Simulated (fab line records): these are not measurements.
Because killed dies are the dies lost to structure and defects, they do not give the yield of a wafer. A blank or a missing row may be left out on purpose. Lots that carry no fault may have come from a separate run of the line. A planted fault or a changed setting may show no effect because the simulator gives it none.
Problem report in the 8D (eight disciplines) form, filled by code	flow n5 finfet	the parts of the form that need people (team, actions taken, sign-off) are left out

== 1. WHAT IS WRONG ==
At N5_STI_FIN_REVEAL_INSPECT_13, raw defect count averages 403 over 6 wafers from 2 lots, while fault-free wafers read 12, standard deviation 5.2. That is +75 standard deviations from the usual mean.
The step: inspects for defects (darkfield).
The first sign was on wafer L303.1 at day 6 05:04, on defect inspect-01. The record holds 30 wafers of 10 lots with a number at this step. By rule, "out" or "out of limits" means more than 4 standard deviations away from the usual mean. The rest of the wafers with a number are treated as sound.

== 2. WHAT THIS IS AND IS NOT ==
question	is	is not
which readings at this step	raw defect count	-
which lots	L303, L307	L289, L290, L292, L294, L295, L296, L301, L302
which wafers of those lots	all that have a number	-
read on which gauges	defect inspect-01	defect inspect-02
when	from day 6 05:04	up to then (24 sound wafers)

== 3. THE SUSPECTS, EACH WITH WHAT RULES IT OUT ==
Counting: any tool at a process step up to the reading is kept as a suspect provided that every lot that is out went through it and no sound lot did after the first of them.
- the gauge at N5_STI_FIN_REVEAL_INSPECT_13 is ruled out. All the wafers that are out were read on defect inspect-01, but those of them that N5_PASSIVATION_PROBE_49 has rows for are out there too, on other tools.
- rie si-01 at N5_FIN_CUT_CUT_ETCH_28 (etches Si in HBr/Cl2/O2, target depth 6 nm, time 2.4 s): kept. It ran every lot that is out, first L303 (day 5 20:02), and no sound lot after that; its last sound lot up to then is L302 (day 5 10:38).
- rtp anneal-02 at N5_STI_FIN_REVEAL_DENSIFY_30: kept. It ran every lot that is out, first L303 (day 6 01:47), and no sound lot after that; its last sound lot up to then is L302 (day 5 16:22).
- wet bench-06 at N5_STI_FIN_REVEAL_STRIP_16 (strips SiNx in H3PO4, target depth 23.8 nm): kept. It ran every lot that is out, first L303 (day 6 03:52), and no sound lot after that; its last sound lot up to then is L302 (day 5 18:28).
The count leaves rie si-01 at N5_FIN_CUT_CUT_ETCH_28, rtp anneal-02 at N5_STI_FIN_REVEAL_DENSIFY_30, and wet bench-06 at N5_STI_FIN_REVEAL_STRIP_16.

== 4. THE CAUSE (what the simulator had put in) ==
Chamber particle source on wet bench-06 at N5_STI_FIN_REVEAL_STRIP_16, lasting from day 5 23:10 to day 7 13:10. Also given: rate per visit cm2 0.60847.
After counting, 3 suspects remain, this tool included.

== 5. THE EFFECT CHAIN, in route order ==
One row per reading whose mean, taken over the struck wafers that have a number, lies over 3 standard deviations from the usual. Readings are gone through only where the record gives a usual standard deviation; hours: the median, over the lots, of the time from a lot's start at the first step in this table giving one to that lot's start at this step; sigmas: the change measured in usual standard deviations.
hours	step	reading	usual	on struck wafers	change	sigmas
0	N5_STI_FIN_REVEAL_INSPECT_13	raw defect count	12	403	+391	+75
236	N5_PASSIVATION_PROBE_49	defect limited yield	91.4 %	82.8	-8.6	-5.7
236	N5_PASSIVATION_PROBE_49	killed at front end	40	149	+109	+8.4
236	N5_PASSIVATION_PROBE_49	killed dies	102	203	+101	+6.0
236	N5_PASSIVATION_PROBE_49	sort_bin_5_function	5.1 %	11.4	+6.3	+6.6
236	N5_PASSIVATION_PROBE_49	sort n pass	1078	977	-101	-5.6
236	N5_PASSIVATION_PROBE_49	sort yield pct	91.3 %	82.8	-8.5	-5.7
It contains these process steps:
- N5_PASSIVATION_PROBE_49
Later measuring or inspecting steps at which every struck wafer that the step has a row for has a number for every such reading, and none has moved that far: N5_BEOL_M4_RC_MEAS_101.

== 6. HOW IT WOULD HAVE BEEN CAUGHT EARLIER ==
The first out-of-limits reading at a measuring or inspecting step in this record came at day 6 05:04, 6 hours after the fault's start at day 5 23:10.
Lots out: 2; of these, L307 started N5_STI_FIN_REVEAL_STRIP_16 on wet bench-06 after day 6 05:04. A hold on the tool at that time would have spared it.
